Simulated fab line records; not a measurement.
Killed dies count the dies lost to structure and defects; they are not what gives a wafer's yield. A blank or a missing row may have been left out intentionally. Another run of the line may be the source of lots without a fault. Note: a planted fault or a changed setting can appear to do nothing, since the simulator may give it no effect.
fab line records / flow nand-harc
record lots=14 wafers=42 last-day=33
route steps=1302 shown A_ONON_D2@550 A_CHANNEL_HOLE_D2@571 END@1302
lots that met no fault: taken from a fault-free run of the same line
start-h: start of the lot's first displayed wafer, in hours after the record's first day / wait-h: time in hours since the lot's previous step / " same as the row above / L1.1+2: several wafers, shown together as one row / - either no value or no given start / * or withheld: withheld / < > ~ a bound
route shown NAME@n: names a module that has steps shown in the file, with the first one's number in the route / usual: mean and standard deviation over wafers with no fault / same: alike in all rows / chamber/n: place in a boat / sites: each site's reading / _std_site: the values' standard deviation / _edge_site: mean of outer sites minus mean of inner sites / radius-mm: how far each site lies from the wafer's centre / mask NAME#n: copy n / behind: tool/chamber where the wafer was last shaped / hold: reason for holding the lot/hours on hold/outcome of the hold / device: which transistor (n, p or np) failed to switch / end of line: the route-end tests of the same wafers / a step without rows: its recipe alone / killed: not the wafer's yield, but the dies lost to structure and defects at the first sort / map: the dies of a wafer, with x for killed, . for not killed, _ for no die there
set.NAME: the run value of the setting; set.NAME@STEP: its run value at that earlier step / model.NAME: the simulator's own value behind a step, which no gauge read
one table for each step of the route and one row for each wafer, over a sample of lots
services: when a tool's chamber went out of use (start-h, in hours from the record's first day, below 0 if earlier), for how many hours, and the reason
## steps
# step NHARC_A_ONON_D2_THK_MEAS_08
# recipe thk-meas-gauge=ellipsometry
# usual thk-nm=1001/8.7
lot.wafer=L316.2 tool=film-metro-01 chamber=- start-h=273.21 wait-h=- thk-nm=1009
lot.wafer=L316.3 tool=film-metro-01 chamber=- start-h=273.21 wait-h=- thk-nm=1009
lot.wafer=L316.6 tool=film-metro-01 chamber=- start-h=273.21 wait-h=- thk-nm=1008
lot.wafer=L317.2 tool=film-metro-01 chamber=- start-h=283.59 wait-h=- thk-nm=1012
lot.wafer=L317.5 tool=film-metro-01 chamber=- start-h=283.59 wait-h=- thk-nm=1010
lot.wafer=L317.6 tool=film-metro-01 chamber=- start-h=283.59 wait-h=- thk-nm=1012
lot.wafer=L320.2 tool=film-metro-01 chamber=- start-h=311.44 wait-h=- thk-nm=985
lot.wafer=L320.3 tool=film-metro-01 chamber=- start-h=311.44 wait-h=- thk-nm=987
lot.wafer=L320.6 tool=film-metro-01 chamber=- start-h=311.44 wait-h=- thk-nm=988
lot.wafer=L321.2 tool=film-metro-01 chamber=- start-h=323.50 wait-h=- thk-nm=992
lot.wafer=L321.3 tool=film-metro-01 chamber=- start-h=323.50 wait-h=- thk-nm=991
lot.wafer=L321.6 tool=film-metro-01 chamber=- start-h=323.50 wait-h=- thk-nm=991
lot.wafer=L322.4 tool=film-metro-01 chamber=- start-h=338.83 wait-h=- thk-nm=985
lot.wafer=L322.5 tool=film-metro-01 chamber=- start-h=338.83 wait-h=- thk-nm=988
lot.wafer=L322.6 tool=film-metro-01 chamber=- start-h=338.83 wait-h=- thk-nm=986
lot.wafer=L326.1 tool=film-metro-01 chamber=- start-h=379.47 wait-h=- thk-nm=1015
lot.wafer=L326.2 tool=film-metro-01 chamber=- start-h=379.47 wait-h=- thk-nm=1014
lot.wafer=L326.6 tool=film-metro-01 chamber=- start-h=379.47 wait-h=- thk-nm=1016
lot.wafer=L331.4 tool=film-metro-02 chamber=- start-h=427.29 wait-h=- thk-nm=984
lot.wafer=L331.5 tool=film-metro-02 chamber=- start-h=427.29 wait-h=- thk-nm=982
lot.wafer=L331.6 tool=film-metro-02 chamber=- start-h=427.29 wait-h=- thk-nm=983
lot.wafer=L330.1 tool=film-metro-01 chamber=- start-h=427.42 wait-h=- thk-nm=1009
lot.wafer=L330.3 tool=film-metro-01 chamber=- start-h=427.42 wait-h=- thk-nm=1011
lot.wafer=L330.4 tool=film-metro-01 chamber=- start-h=427.42 wait-h=- thk-nm=1010
lot.wafer=L332.1 tool=film-metro-01 chamber=- start-h=440.81 wait-h=- thk-nm=1005
lot.wafer=L332.3 tool=film-metro-01 chamber=- start-h=440.81 wait-h=- thk-nm=1005
lot.wafer=L332.6 tool=film-metro-01 chamber=- start-h=440.81 wait-h=- thk-nm=1005
lot.wafer=L334.3 tool=film-metro-01 chamber=- start-h=462.15 wait-h=- thk-nm=1005
lot.wafer=L334.4 tool=film-metro-01 chamber=- start-h=462.15 wait-h=- thk-nm=1005
lot.wafer=L334.6 tool=film-metro-01 chamber=- start-h=462.15 wait-h=- thk-nm=1005
lot.wafer=L335.2 tool=film-metro-02 chamber=- start-h=462.30 wait-h=- thk-nm=994
lot.wafer=L335.4 tool=film-metro-02 chamber=- start-h=462.30 wait-h=- thk-nm=996
lot.wafer=L335.5 tool=film-metro-02 chamber=- start-h=462.30 wait-h=- thk-nm=995
lot.wafer=L336.4 tool=film-metro-01 chamber=- start-h=474.29 wait-h=- thk-nm=1006
lot.wafer=L336.5 tool=film-metro-01 chamber=- start-h=474.29 wait-h=- thk-nm=1006
lot.wafer=L336.6 tool=film-metro-01 chamber=- start-h=474.29 wait-h=- thk-nm=1008
lot.wafer=L338.4 tool=film-metro-02 chamber=- start-h=499.05 wait-h=- thk-nm=1003
lot.wafer=L338.5 tool=film-metro-02 chamber=- start-h=499.05 wait-h=- thk-nm=1002
lot.wafer=L338.6 tool=film-metro-02 chamber=- start-h=499.05 wait-h=- thk-nm=1003
lot.wafer=L339.3 tool=film-metro-02 chamber=- start-h=514.62 wait-h=- thk-nm=1000
lot.wafer=L339.4 tool=film-metro-02 chamber=- start-h=514.62 wait-h=- thk-nm=1000
lot.wafer=L339.5 tool=film-metro-02 chamber=- start-h=514.62 wait-h=- thk-nm=1000
# step NHARC_A_ONON_D2_DEP_28
# recipe target-thk-a=10000 n2-flow-sccm=2750 n2o-flow-sccm=2000 nh3-flow-sccm=500 sih4-flow-sccm=210 temp-c=400
lot.wafer=L316.2+3+6 tool=pecvd-onon-01 chamber=0 start-h=283.60 wait-h=0.1
lot.wafer=L317.2+5+6 tool=pecvd-onon-01 chamber=0 start-h=294.63 wait-h=0.1
lot.wafer=L320.2+3+6 tool=pecvd-onon-01 chamber=0 start-h=322.06 wait-h=0.1
lot.wafer=L321.2+3+6 tool=pecvd-onon-01 chamber=0 start-h=334.25 wait-h=0.1
lot.wafer=L322.4+5+6 tool=pecvd-onon-01 chamber=0 start-h=349.53 wait-h=0.2
lot.wafer=L326.1+2+6 tool=pecvd-onon-04 chamber=0 start-h=393.36 wait-h=0.1
lot.wafer=L330.1+3+4 tool=pecvd-onon-01 chamber=0 start-h=438.19 wait-h=0.1
lot.wafer=L331.4+5+6 tool=pecvd-onon-04 chamber=0 start-h=438.36 wait-h=0.2
lot.wafer=L332.1+3+6 tool=pecvd-onon-04 chamber=0 start-h=451.76 wait-h=0.1
lot.wafer=L335.2+4+5 tool=pecvd-onon-01 chamber=0 start-h=472.46 wait-h=0.1
lot.wafer=L334.3+4+6 tool=pecvd-onon-04 chamber=0 start-h=472.50 wait-h=0.2
lot.wafer=L336.4+5+6 tool=pecvd-onon-01 chamber=0 start-h=492.56 wait-h=0.2
lot.wafer=L338.4+5+6 tool=pecvd-onon-04 chamber=0 start-h=509.51 wait-h=0.2
lot.wafer=L339.3+4+5 tool=pecvd-onon-01 chamber=0 start-h=526.11 wait-h=0.2
# step NHARC_A_ONON_D2_THK_MEAS_30
# recipe thk-meas-gauge=ellipsometry
# usual thk-nm=1003/7.2
lot.wafer=L316.2 tool=film-metro-01 chamber=- start-h=284.05 wait-h=- thk-nm=995
lot.wafer=L316.3 tool=film-metro-01 chamber=- start-h=284.05 wait-h=- thk-nm=997
lot.wafer=L316.6 tool=film-metro-01 chamber=- start-h=284.05 wait-h=- thk-nm=997
lot.wafer=L317.2 tool=film-metro-01 chamber=- start-h=295.09 wait-h=- thk-nm=999
lot.wafer=L317.5 tool=film-metro-01 chamber=- start-h=295.09 wait-h=- thk-nm=998
lot.wafer=L317.6 tool=film-metro-01 chamber=- start-h=295.09 wait-h=- thk-nm=999
lot.wafer=L320.2 tool=film-metro-01 chamber=- start-h=322.51 wait-h=- thk-nm=1187
lot.wafer=L320.3 tool=film-metro-01 chamber=- start-h=322.51 wait-h=- thk-nm=1183
lot.wafer=L320.6 tool=film-metro-01 chamber=- start-h=322.51 wait-h=- thk-nm=1185
lot.wafer=L321.2 tool=film-metro-02 chamber=- start-h=334.70 wait-h=- thk-nm=1181
lot.wafer=L321.3 tool=film-metro-02 chamber=- start-h=334.70 wait-h=- thk-nm=1181
lot.wafer=L321.6 tool=film-metro-02 chamber=- start-h=334.70 wait-h=- thk-nm=1181
lot.wafer=L322.4 tool=film-metro-02 chamber=- start-h=349.87 wait-h=- thk-nm=1197
lot.wafer=L322.5 tool=film-metro-02 chamber=- start-h=349.87 wait-h=- thk-nm=1196
lot.wafer=L322.6 tool=film-metro-02 chamber=- start-h=349.87 wait-h=- thk-nm=1196
lot.wafer=L326.1 tool=film-metro-01 chamber=- start-h=393.87 wait-h=- thk-nm=1003
lot.wafer=L326.2 tool=film-metro-01 chamber=- start-h=393.87 wait-h=- thk-nm=1004
lot.wafer=L326.6 tool=film-metro-01 chamber=- start-h=393.87 wait-h=- thk-nm=1005
lot.wafer=L331.4 tool=film-metro-02 chamber=- start-h=438.70 wait-h=- thk-nm=996
lot.wafer=L331.5 tool=film-metro-02 chamber=- start-h=438.70 wait-h=- thk-nm=998
lot.wafer=L331.6 tool=film-metro-02 chamber=- start-h=438.70 wait-h=- thk-nm=998
lot.wafer=L330.1 tool=film-metro-01 chamber=- start-h=438.72 wait-h=- thk-nm=1004
lot.wafer=L330.3 tool=film-metro-01 chamber=- start-h=438.72 wait-h=- thk-nm=1005
lot.wafer=L330.4 tool=film-metro-01 chamber=- start-h=438.72 wait-h=- thk-nm=1003
lot.wafer=L332.1 tool=film-metro-02 chamber=- start-h=452.27 wait-h=- thk-nm=991
lot.wafer=L332.3 tool=film-metro-02 chamber=- start-h=452.27 wait-h=- thk-nm=992
lot.wafer=L332.6 tool=film-metro-02 chamber=- start-h=452.27 wait-h=- thk-nm=991
lot.wafer=L334.3 tool=film-metro-01 chamber=- start-h=472.89 wait-h=- thk-nm=990
lot.wafer=L334.4 tool=film-metro-01 chamber=- start-h=472.89 wait-h=- thk-nm=992
lot.wafer=L334.6 tool=film-metro-01 chamber=- start-h=472.89 wait-h=- thk-nm=989
lot.wafer=L335.2 tool=film-metro-01 chamber=- start-h=472.91 wait-h=- thk-nm=1010
lot.wafer=L335.4 tool=film-metro-01 chamber=- start-h=472.91 wait-h=- thk-nm=1011
lot.wafer=L335.5 tool=film-metro-01 chamber=- start-h=472.91 wait-h=- thk-nm=1012
lot.wafer=L336.4 tool=film-metro-02 chamber=- start-h=492.89 wait-h=- thk-nm=1002
lot.wafer=L336.5 tool=film-metro-02 chamber=- start-h=492.89 wait-h=- thk-nm=1003
lot.wafer=L336.6 tool=film-metro-02 chamber=- start-h=492.89 wait-h=- thk-nm=1002
lot.wafer=L338.4 tool=film-metro-01 chamber=- start-h=509.85 wait-h=- thk-nm=1009
lot.wafer=L338.5 tool=film-metro-01 chamber=- start-h=509.85 wait-h=- thk-nm=1010
lot.wafer=L338.6 tool=film-metro-01 chamber=- start-h=509.85 wait-h=- thk-nm=1008
lot.wafer=L339.3 tool=film-metro-01 chamber=- start-h=526.50 wait-h=- thk-nm=992
lot.wafer=L339.4 tool=film-metro-01 chamber=- start-h=526.50 wait-h=- thk-nm=991
lot.wafer=L339.5 tool=film-metro-01 chamber=- start-h=526.50 wait-h=- thk-nm=992
# step NHARC_A_ONON_D2_THK_MEAS_34
# recipe thk-meas-gauge=ellipsometry
# usual thk-nm=200/3.2
lot.wafer=L316.2 tool=film-metro-02 chamber=- start-h=284.52 wait-h=- thk-nm=199
lot.wafer=L316.3 tool=film-metro-02 chamber=- start-h=284.52 wait-h=- thk-nm=196
lot.wafer=L316.6 tool=film-metro-02 chamber=- start-h=284.52 wait-h=- thk-nm=200
lot.wafer=L317.2 tool=film-metro-02 chamber=- start-h=295.56 wait-h=- thk-nm=199
lot.wafer=L317.5 tool=film-metro-02 chamber=- start-h=295.56 wait-h=- thk-nm=202
lot.wafer=L317.6 tool=film-metro-02 chamber=- start-h=295.56 wait-h=- thk-nm=198
lot.wafer=L320.2 tool=film-metro-02 chamber=- start-h=322.98 wait-h=- thk-nm=196
lot.wafer=L320.3 tool=film-metro-02 chamber=- start-h=322.98 wait-h=- thk-nm=201
lot.wafer=L320.6 tool=film-metro-02 chamber=- start-h=322.98 wait-h=- thk-nm=199
lot.wafer=L321.2 tool=film-metro-01 chamber=- start-h=335.17 wait-h=- thk-nm=199
lot.wafer=L321.3 tool=film-metro-01 chamber=- start-h=335.17 wait-h=- thk-nm=206
lot.wafer=L321.6 tool=film-metro-01 chamber=- start-h=335.17 wait-h=- thk-nm=204
lot.wafer=L322.4 tool=film-metro-02 chamber=- start-h=350.58 wait-h=- thk-nm=202
lot.wafer=L322.5 tool=film-metro-02 chamber=- start-h=350.58 wait-h=- thk-nm=205
lot.wafer=L322.6 tool=film-metro-02 chamber=- start-h=350.58 wait-h=- thk-nm=200
lot.wafer=L326.1 tool=film-metro-02 chamber=- start-h=394.34 wait-h=- thk-nm=202
lot.wafer=L326.2 tool=film-metro-02 chamber=- start-h=394.34 wait-h=- thk-nm=196
lot.wafer=L326.6 tool=film-metro-02 chamber=- start-h=394.34 wait-h=- thk-nm=201
lot.wafer=L331.4 tool=film-metro-01 chamber=- start-h=439.17 wait-h=- thk-nm=202
lot.wafer=L331.5 tool=film-metro-01 chamber=- start-h=439.17 wait-h=- thk-nm=200
lot.wafer=L331.6 tool=film-metro-01 chamber=- start-h=439.17 wait-h=- thk-nm=201
lot.wafer=L330.1 tool=film-metro-02 chamber=- start-h=439.20 wait-h=- thk-nm=197
lot.wafer=L330.3 tool=film-metro-02 chamber=- start-h=439.20 wait-h=- thk-nm=195
lot.wafer=L330.4 tool=film-metro-02 chamber=- start-h=439.20 wait-h=- thk-nm=199
lot.wafer=L332.1 tool=film-metro-01 chamber=- start-h=452.74 wait-h=- thk-nm=198
lot.wafer=L332.3 tool=film-metro-01 chamber=- start-h=452.74 wait-h=- thk-nm=196
lot.wafer=L332.6 tool=film-metro-01 chamber=- start-h=452.74 wait-h=- thk-nm=201
lot.wafer=L334.3 tool=film-metro-01 chamber=- start-h=473.37 wait-h=- thk-nm=195
lot.wafer=L334.4 tool=film-metro-01 chamber=- start-h=473.37 wait-h=- thk-nm=203
lot.wafer=L334.6 tool=film-metro-01 chamber=- start-h=473.37 wait-h=- thk-nm=202
lot.wafer=L335.2 tool=film-metro-02 chamber=- start-h=473.38 wait-h=- thk-nm=202
lot.wafer=L335.4 tool=film-metro-02 chamber=- start-h=473.38 wait-h=- thk-nm=203
lot.wafer=L335.5 tool=film-metro-02 chamber=- start-h=473.38 wait-h=- thk-nm=206
lot.wafer=L336.4 tool=film-metro-02 chamber=- start-h=493.59 wait-h=- thk-nm=201
lot.wafer=L336.5 tool=film-metro-02 chamber=- start-h=493.59 wait-h=- thk-nm=202
lot.wafer=L336.6 tool=film-metro-02 chamber=- start-h=493.59 wait-h=- thk-nm=199
lot.wafer=L338.4 tool=film-metro-01 chamber=- start-h=510.32 wait-h=- thk-nm=205
lot.wafer=L338.5 tool=film-metro-01 chamber=- start-h=510.32 wait-h=- thk-nm=202
lot.wafer=L338.6 tool=film-metro-01 chamber=- start-h=510.32 wait-h=- thk-nm=201
lot.wafer=L339.3 tool=film-metro-01 chamber=- start-h=526.97 wait-h=- thk-nm=197
lot.wafer=L339.4 tool=film-metro-01 chamber=- start-h=526.97 wait-h=- thk-nm=201
lot.wafer=L339.5 tool=film-metro-01 chamber=- start-h=526.97 wait-h=- thk-nm=200
# step NHARC_A_CHANNEL_HOLE_D2_DEP_01
# recipe target-thk-a=1400 target-thk-nm=140 temp-c=400 pressure-torr=3.5 flow-sccm=200 rf-w=350 material=SiON
# usual heater-power-w=788/120 showerhead-vpp-V=1180/74
lot.wafer=L316.2 tool=pecvd-01 chamber=0 start-h=287.02 wait-h=1.3 heater-power-w=634 showerhead-vpp-V=1105
lot.wafer=L316.3 tool=pecvd-01 chamber=2 start-h=287.02 wait-h=1.3 heater-power-w=985 showerhead-vpp-V=1193
lot.wafer=L316.6 tool=pecvd-01 chamber=1 start-h=287.02 wait-h=1.3 heater-power-w=792 showerhead-vpp-V=1167
lot.wafer=L317.2 tool=pecvd-02 chamber=2 start-h=298.41 wait-h=1.4 heater-power-w=743 showerhead-vpp-V=1279
lot.wafer=L317.5 tool=pecvd-02 chamber=0 start-h=298.41 wait-h=1.4 heater-power-w=754 showerhead-vpp-V=1169
lot.wafer=L317.6 tool=pecvd-02 chamber=2 start-h=298.41 wait-h=1.4 heater-power-w=776 showerhead-vpp-V=1316
lot.wafer=L320.2 tool=pecvd-03 chamber=1 start-h=325.05 wait-h=1.3 heater-power-w=799 showerhead-vpp-V=1249
lot.wafer=L320.3 tool=pecvd-03 chamber=2 start-h=325.05 wait-h=1.3 heater-power-w=988 showerhead-vpp-V=1039
lot.wafer=L320.6 tool=pecvd-03 chamber=2 start-h=325.05 wait-h=1.3 heater-power-w=980 showerhead-vpp-V=1053
lot.wafer=L321.3 tool=pecvd-03 chamber=2 start-h=337.27 wait-h=1.0 heater-power-w=983 showerhead-vpp-V=1044
lot.wafer=L321.2 tool=pecvd-03 chamber=1 start-h=337.27 wait-h=1.0 heater-power-w=931 showerhead-vpp-V=1252
lot.wafer=L321.6 tool=pecvd-03 chamber=1 start-h=337.27 wait-h=1.0 heater-power-w=945 showerhead-vpp-V=1250
lot.wafer=L322.5 tool=pecvd-02 chamber=0 start-h=355.18 wait-h=0.4 heater-power-w=784 showerhead-vpp-V=1168
lot.wafer=L322.4 tool=pecvd-02 chamber=1 start-h=355.18 wait-h=0.4 heater-power-w=727 showerhead-vpp-V=1138
lot.wafer=L322.6 tool=pecvd-02 chamber=2 start-h=355.18 wait-h=0.4 heater-power-w=747 showerhead-vpp-V=1293
lot.wafer=L326.2 tool=pecvd-03 chamber=2 start-h=400.22 wait-h=1.3 heater-power-w=892 showerhead-vpp-V=1028
lot.wafer=L326.1 tool=pecvd-03 chamber=0 start-h=400.22 wait-h=1.3 heater-power-w=703 showerhead-vpp-V=1218
lot.wafer=L326.6 tool=pecvd-03 chamber=1 start-h=400.22 wait-h=1.3 heater-power-w=911 showerhead-vpp-V=1258
lot.wafer=L331.4 tool=pecvd-01 chamber=1 start-h=441.94 wait-h=0.7 heater-power-w=842 showerhead-vpp-V=1163
lot.wafer=L331.5 tool=pecvd-01 chamber=2 start-h=441.94 wait-h=0.7 heater-power-w=875 showerhead-vpp-V=1226
lot.wafer=L331.6 tool=pecvd-01 chamber=0 start-h=441.94 wait-h=0.7 heater-power-w=568 showerhead-vpp-V=1114
lot.wafer=L330.3 tool=pecvd-02 chamber=0 start-h=442.71 wait-h=1.0 heater-power-w=754 showerhead-vpp-V=1190
lot.wafer=L330.1 tool=pecvd-02 chamber=2 start-h=442.71 wait-h=1.0 heater-power-w=792 showerhead-vpp-V=1304
lot.wafer=L330.4 tool=pecvd-02 chamber=1 start-h=442.71 wait-h=1.0 heater-power-w=731 showerhead-vpp-V=1162
lot.wafer=L332.3 tool=pecvd-01 chamber=2 start-h=454.76 wait-h=1.0 heater-power-w=971 showerhead-vpp-V=1181
lot.wafer=L332.1 tool=pecvd-01 chamber=1 start-h=454.76 wait-h=1.0 heater-power-w=826 showerhead-vpp-V=1166
lot.wafer=L332.6 tool=pecvd-01 chamber=1 start-h=454.76 wait-h=1.0 heater-power-w=814 showerhead-vpp-V=1147
lot.wafer=L334.3 tool=pecvd-03 chamber=0 start-h=475.46 wait-h=1.0 heater-power-w=720 showerhead-vpp-V=1210
lot.wafer=L334.4 tool=pecvd-03 chamber=2 start-h=475.46 wait-h=1.0 heater-power-w=905 showerhead-vpp-V=1065
lot.wafer=L334.6 tool=pecvd-03 chamber=0 start-h=475.46 wait-h=1.0 heater-power-w=718 showerhead-vpp-V=1198
lot.wafer=L335.2 tool=pecvd-02 chamber=1 start-h=477.33 wait-h=1.3 heater-power-w=787 showerhead-vpp-V=1167
lot.wafer=L335.4 tool=pecvd-02 chamber=1 start-h=477.33 wait-h=1.3 heater-power-w=801 showerhead-vpp-V=1180
lot.wafer=L335.5 tool=pecvd-02 chamber=2 start-h=477.33 wait-h=1.3 heater-power-w=814 showerhead-vpp-V=1293
lot.wafer=L336.6 tool=pecvd-02 chamber=1 start-h=498.32 wait-h=0.1 heater-power-w=792 showerhead-vpp-V=1150
lot.wafer=L336.4 tool=pecvd-02 chamber=2 start-h=498.32 wait-h=0.1 heater-power-w=802 showerhead-vpp-V=1304
lot.wafer=L336.5 tool=pecvd-02 chamber=0 start-h=498.32 wait-h=0.1 heater-power-w=772 showerhead-vpp-V=1177
lot.wafer=L338.4 tool=pecvd-03 chamber=0 start-h=512.48 wait-h=0.7 heater-power-w=688 showerhead-vpp-V=1202
lot.wafer=L338.5 tool=pecvd-03 chamber=1 start-h=512.48 wait-h=0.7 heater-power-w=935 showerhead-vpp-V=1252
lot.wafer=L338.6 tool=pecvd-03 chamber=2 start-h=512.48 wait-h=0.7 heater-power-w=897 showerhead-vpp-V=1056
lot.wafer=L339.3 tool=pecvd-03 chamber=2 start-h=529.07 wait-h=1.0 heater-power-w=852 showerhead-vpp-V=1073
lot.wafer=L339.4 tool=pecvd-03 chamber=0 start-h=529.07 wait-h=1.0 heater-power-w=671 showerhead-vpp-V=1222
lot.wafer=L339.5 tool=pecvd-03 chamber=1 start-h=529.07 wait-h=1.0 heater-power-w=977 showerhead-vpp-V=1243
# step NHARC_END_SORT_01
# recipe temp-c=25
# usual killed-at-array=59/21 killed-at-other=0.8/1.1 killed-at-periphery=4.1/2.8 killed-dies=64/20 killed-open=3.1/1.7 killed-short=2.4/1.6
# same gross-dies=677
lot.wafer=L330.1 tool=prober-01 chamber=0 start-h=715.95 wait-h=2.6 killed-at-array=77 killed-at-other=0 killed-at-periphery=10 killed-dies=87 killed-open=4 killed-short=2
lot.wafer=L330.3 tool=prober-01 chamber=0 start-h=717.57 wait-h=3.1 killed-at-array=77 killed-at-other=0 killed-at-periphery=8 killed-dies=85 killed-open=3 killed-short=2
lot.wafer=L330.4 tool=prober-01 chamber=0 start-h=718.38 wait-h=3.4 killed-at-array=67 killed-at-other=1 killed-at-periphery=6 killed-dies=74 killed-open=5 killed-short=1
# killed by level:class
L330.1 A_CHANNEL_HOLE_D1:chamber-film-flake=38 A_CHANNEL_HOLE_D2:chamber-film-flake=16 A_SLIT:chamber-film-flake=6 P_GATE:chamber-film-flake=5 P_CONTACT:chamber-film-flake=5 A_STAIRCASE:chamber-film-flake=5 A_DECK1_JOINT:chamber-film-flake=3 A_CONTACT:chamber-film-flake=3
L330.3 A_CHANNEL_HOLE_D1:chamber-film-flake=30 A_CHANNEL_HOLE_D2:chamber-film-flake=22 A_CONTACT:chamber-film-flake=9 P_CONTACT:chamber-film-flake=5 A_STAIRCASE:chamber-film-flake=3 P_GATE:chamber-film-flake=2 A_DECK1_JOINT:chamber-film-flake=2 A_SLIT:chamber-film-flake=2
L330.4 A_CHANNEL_HOLE_D2:chamber-film-flake=24 A_CHANNEL_HOLE_D1:chamber-film-flake=20 A_CONTACT:chamber-film-flake=8 A_SLIT:chamber-film-flake=6 P_GATE:chamber-film-flake=4 A_CHANNEL_FILL_D1:chamber-film-flake=3 A_ONON_D1:geometric-particle:open=2 P_CONTACT:chamber-film-flake=2
## services
tool=pecvd-onon-01 chamber=- start-h=269.50 hours=13.0 kind=pm
tool=pecvd-onon-04 chamber=- start-h=311.00 hours=13.0 kind=pm
tool=pecvd-01 chamber=- start-h=311.37 hours=13.0 kind=pm
tool=pecvd-01 chamber=0 start-h=311.37 hours=15.2 kind=vent-cycle
tool=pecvd-03 chamber=- start-h=366.15 hours=13.0 kind=pm
tool=pecvd-03 chamber=0 start-h=366.15 hours=13.0 kind=vent-cycle
tool=pecvd-03 chamber=1 start-h=366.15 hours=13.0 kind=vent-cycle
tool=pecvd-03 chamber=2 start-h=366.15 hours=13.0 kind=vent-cycle
tool=pecvd-03 chamber=0 start-h=379.15 hours=- kind=clean
tool=pecvd-03 chamber=1 start-h=379.15 hours=- kind=clean
tool=pecvd-03 chamber=2 start-h=379.15 hours=- kind=clean
tool=pecvd-03 chamber=- start-h=379.71 hours=3.8 kind=repair
tool=pecvd-01 chamber=2 start-h=397.81 hours=19.9 kind=repair
tool=pecvd-02 chamber=- start-h=408.00 hours=13.0 kind=pm
tool=pecvd-02 chamber=0 start-h=408.00 hours=13.0 kind=vent-cycle
tool=pecvd-02 chamber=1 start-h=408.00 hours=13.0 kind=vent-cycle
tool=pecvd-02 chamber=2 start-h=408.00 hours=13.0 kind=vent-cycle
tool=pecvd-02 chamber=0 start-h=421.00 hours=- kind=clean
tool=pecvd-02 chamber=1 start-h=421.00 hours=- kind=clean
tool=pecvd-02 chamber=2 start-h=421.00 hours=- kind=clean
tool=pecvd-onon-01 chamber=- start-h=450.50 hours=13.0 kind=pm
tool=pecvd-02 chamber=- start-h=486.74 hours=1.2 kind=repair
tool=pecvd-onon-04 chamber=- start-h=492.16 hours=13.0 kind=pm
tool=pecvd-01 chamber=- start-h=492.37 hours=13.0 kind=pm
## key
first-sign step=NHARC_A_ONON_D2_THK_MEAS_30 reading=thk-nm direction=up sigmas=26 usual=1003 struck=1187
effect none on later readings
met-at NHARC_A_ONON_D2_DEP_28
struck-lots L320,L321,L322
tester-left-out L320,L321,L322
not-acting-at NHARC_A_ONON_D2_THK_MEAS_08,NHARC_A_ONON_D2_THK_MEAS_34,NHARC_A_CHANNEL_HOLE_D2_DEP_01
onset-between 294.63 322.06
fault kind=process-parameter-drift tool=pecvd-onon-01 chamber=- onset-h=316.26 steps=NHARC_A_ONON_D2_DEP_28 channel=target-thk-a offset=* shape=step end-h=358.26 acts-in=* stated=*
# tester-left-out: of these lots the tester's yield and bins aren't shown, on N5 and GAA mostly nor the transistor test; their killed dies are dies lost to structure and defects alone, not to doping, threshold or leakage, so they don't give the yield
